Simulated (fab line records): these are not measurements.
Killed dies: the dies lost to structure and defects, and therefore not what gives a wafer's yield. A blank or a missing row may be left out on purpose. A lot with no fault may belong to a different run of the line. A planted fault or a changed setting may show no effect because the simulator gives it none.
Which of the tools did it? + flow n5Finfet + 72 wafers from 24 lots sampled at 2 of the route's 1938 steps

WHAT EACH GAUGE READ, for each wafer
N5_BEOL_M3_INSPECT_13: inspects for defects (brightfield).
| lot  | measured     | on               | rawDefectCount |
|------|--------------|------------------|----------------|
| L074 | day 7 00:29  | defectInspect-01 | 381 390 534    |
| L075 | day 7 04:08  | defectInspect-01 | 393 338 461    |
| L076 | day 7 05:04  | defectInspect-01 | 354 501 606    |
| L077 | day 7 21:19  | defectInspect-01 | 561 578 367    |
| L079 | day 8 07:07  | defectInspect-01 | 423 424 389    |
| L078 | day 8 07:20  | defectInspect-01 | 342 305 341    |
| L080 | day 9 00:01  | defectInspect-01 | 349 357 313    |
| L081 | day 9 00:16  | defectInspect-02 | 311 447 451    |
| L083 | day 9 03:52  | defectInspect-02 | 328 347 464    |
| L082 | day 9 07:46  | defectInspect-02 | 392 369 427    |
| L084 | day 9 09:05  | defectInspect-02 | 512 356 320    |
| L085 | day 9 13:33  | defectInspect-01 | 491 423 278    |
| L088 | day 10 04:29 | defectInspect-02 | 361 353 491    |
| L086 | day 10 08:55 | defectInspect-02 | 369 341 310    |
| L087 | day 10 14:47 | defectInspect-02 | 381 386 437    |
| L089 | day 10 23:27 | defectInspect-01 | 366 458 357    |
| L090 | day 11 02:16 | defectInspect-02 | 296 300 296    |
| L092 | day 11 06:19 | defectInspect-02 | 453 410 387    |
| L091 | day 11 06:42 | defectInspect-01 | 395 494 533    |
| L093 | day 11 18:56 | defectInspect-02 | 467 495 522    |
| L095 | day 11 19:43 | defectInspect-02 | 397 491 404    |
| L094 | day 11 23:51 | defectInspect-01 | 322 246 418    |
| L096 | day 12 17:40 | defectInspect-01 | 304 441 327    |
| L097 | day 13 02:11 | defectInspect-01 | 440 284 444    |

N5_BEOL_M3_INSPECT_30: inspects for defects (brightfield).
| lot  | measured     | on               | rawDefectCount |
|------|--------------|------------------|----------------|
| L074 | day 7 01:21  | defectInspect-01 | 359 357 551    |
| L075 | day 7 05:09  | defectInspect-01 | 376 339 479    |
| L076 | day 7 05:56  | defectInspect-01 | 349 511 596    |
| L077 | day 7 22:16  | defectInspect-02 | 589 610 424    |
| L079 | day 8 08:05  | defectInspect-02 | 439 462 407    |
| L078 | day 8 08:16  | defectInspect-02 | 375 338 398    |
| L080 | day 9 01:01  | defectInspect-02 | 360 383 347    |
| L081 | day 9 01:08  | defectInspect-01 | 285 432 461    |
| L083 | day 9 04:52  | defectInspect-02 | 342 358 450    |
| L082 | day 9 08:39  | defectInspect-02 | 404 377 433    |
| L084 | day 9 09:58  | defectInspect-02 | 510 357 335    |
| L085 | day 9 14:25  | defectInspect-02 | 531 465 292    |
| L088 | day 10 05:27 | defectInspect-01 | 361 324 490    |
| L086 | day 10 09:59 | defectInspect-02 | 338 334 315    |
| L087 | day 10 16:06 | defectInspect-02 | 406 383 427    |
| L089 | day 11 00:27 | defectInspect-02 | 415 490 363    |
| L090 | day 11 03:08 | defectInspect-01 | 254 305 292    |
| L092 | day 11 07:18 | defectInspect-01 | 442 379 380    |
| L091 | day 11 07:34 | defectInspect-02 | 423 545 574    |
| L093 | day 11 20:19 | defectInspect-02 | 487 517 522    |
| L095 | day 11 21:01 | defectInspect-01 | 352 472 372    |
| L094 | day 12 00:50 | defectInspect-02 | 366 292 429    |
| L096 | day 12 18:51 | defectInspect-01 | 301 439 346    |
| L097 | day 13 04:08 | defectInspect-01 | 438 282 447    |

EACH LOT AND THE TOOL THAT RAN IT (in order: tool; ch and the chambers of the sampled wafers; start)
No process step before these readings appears in the record.

AS READ BY THE TOOLS THEMSELVES (means over the sampled wafers that have a number; for cases with no such wafer, the mark the record gives instead)
The record holds no such reading with a usual standard deviation.

THE ANSWER, worked out from the rows above alone
Rule: the lots themselves supply what counts as usual. The widest of any qualifying gaps counts: lots, ordered by their means at a reading, are off when they make up no more than a third of the lots, leave a main group of 4 or more, and stand apart from it by 3 or more times the standard deviation of that group's means. A main group whose means are all the same, to the digits that the tables above print for the reading, isn't used. Also off: a lot with no number at a reading for which 4 or more lots have one. Any other lot the step has rows for is counted as sound. The gauges are gone through in route order, then the tools' own readings, and for those a lot's mean is taken as printed above. The first step at which some lot is off is used, and at that step the reading that is off furthest; a lot without a number counts as furthest.
Across all readings shown, no lot is off: no conclusion can be drawn from this.

WHAT WAS PUT IN BY THE SIMULATOR
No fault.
